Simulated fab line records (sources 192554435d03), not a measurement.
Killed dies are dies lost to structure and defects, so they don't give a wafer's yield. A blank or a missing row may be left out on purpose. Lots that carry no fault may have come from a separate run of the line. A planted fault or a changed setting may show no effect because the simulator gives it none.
Matching of chambers    flow n5Finfet    N5_MOL_CONTACT_COAG_CO_FILL_22 on cvdCo-02 has 3 sister chambers
The step material Co, precursor CCTBA/H2, target thk 20 nm. 6 wafers are shown with their chamber, then 7 later ones without.

WAFERS PAIRED WITH THEIR CHAMBERS
wafer   chamber  heaterPowerW (W)
L735.1  1        230
L735.6  1        230
L743.1  2        214
L743.4  0        239
L746.1  2        209
L746.3  0        242

WAFERS WITH NO CHAMBER GIVEN
wafer   heaterPowerW (W)
L746.5  208
L752.2  205
L752.3  240
L752.4  241
L753.1  237
L753.4  210
L753.6  234

CHAMBER TAKEN BY EACH
wafer   from the rows above      in truth
L746.5  2                        2
L752.2  2                        2
L752.3  0                        0
L752.4  0                        0
L753.1  can't be placed: 0 or 1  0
L753.4  2                        2
L753.6  can't be placed: 1 or 0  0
5 of 7 placed correctly. Unplaceable from these rows: 2, with the true chamber sitting among the candidates in 2. 0 placed wrongly.
How it was worked out, from the rows above alone: a wafer's distance from a chamber is the root of the sum, over the readings, of the square of ((its reading less the chamber's mean) divided by the reading's scatter). If the next closest chamber is less than 2 further off than the closest, the wafer can't be placed; otherwise it belongs to the closest. Each chamber's mean is taken over the wafers shown for it. The scatter: take each reading less its chamber's mean, square it, sum over the shown wafers, divide by the number of wafers less the number of chambers, and take the root.
